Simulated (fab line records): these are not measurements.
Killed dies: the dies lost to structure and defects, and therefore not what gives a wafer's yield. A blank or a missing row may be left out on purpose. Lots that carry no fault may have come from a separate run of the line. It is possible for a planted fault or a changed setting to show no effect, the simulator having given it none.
Chamber matching ; flow n5 finfet ; rie diel-02 running N5_BEOL_M10_DESCUM_33: 4 sister chambers
The step chemistry O2, time 7.9 s. 4 wafers are shown with their chamber, then 11 later ones without.

## WAFERS PAIRED WITH THEIR CHAMBERS
wafer;chamber;drypump motor current A (A)
L085.1;0;6.2
L085.4;1;5.7
L085.6;2;5.1
L091.2;3;5.3

## WAFERS MISSING THEIR CHAMBER
wafer;drypump motor current A (A)
L091.3;6.2
L091.4;5.7
L089.2;5.3
L089.3;6.2
L089.6;5.8
L093.1;6.2
L093.5;5.8
L093.6;5.3
L092.2;6.2
L092.4;5.1
L092.6;6.2

## EACH ONE'S CHAMBER
wafer;from the rows above;in truth
L091.3;0;0
L091.4;1;1
L089.2;3;3
L089.3;0;0
L089.6;1;1
L093.1;0;0
L093.5;1;1
L093.6;3;3
L092.2;0;0
L092.4;2;2
L092.6;0;0
Placed correctly: 11 of 11. From these rows, 0 cannot be placed. 0 placed wrongly.
How it was worked out, from the rows above alone: a wafer's distance from a chamber is the root of the sum, over the readings, of the square of ((its reading less the chamber's mean) divided by the reading's scatter). If the next closest chamber is less than 2 further off than the closest, the wafer can't be placed; otherwise it belongs to the closest. For every chamber, the mean is computed from those of its wafers that are shown. The scatter: with one shown wafer a chamber, the root of the mean of the squares of how far each hidden wafer lies from its nearest shown one.
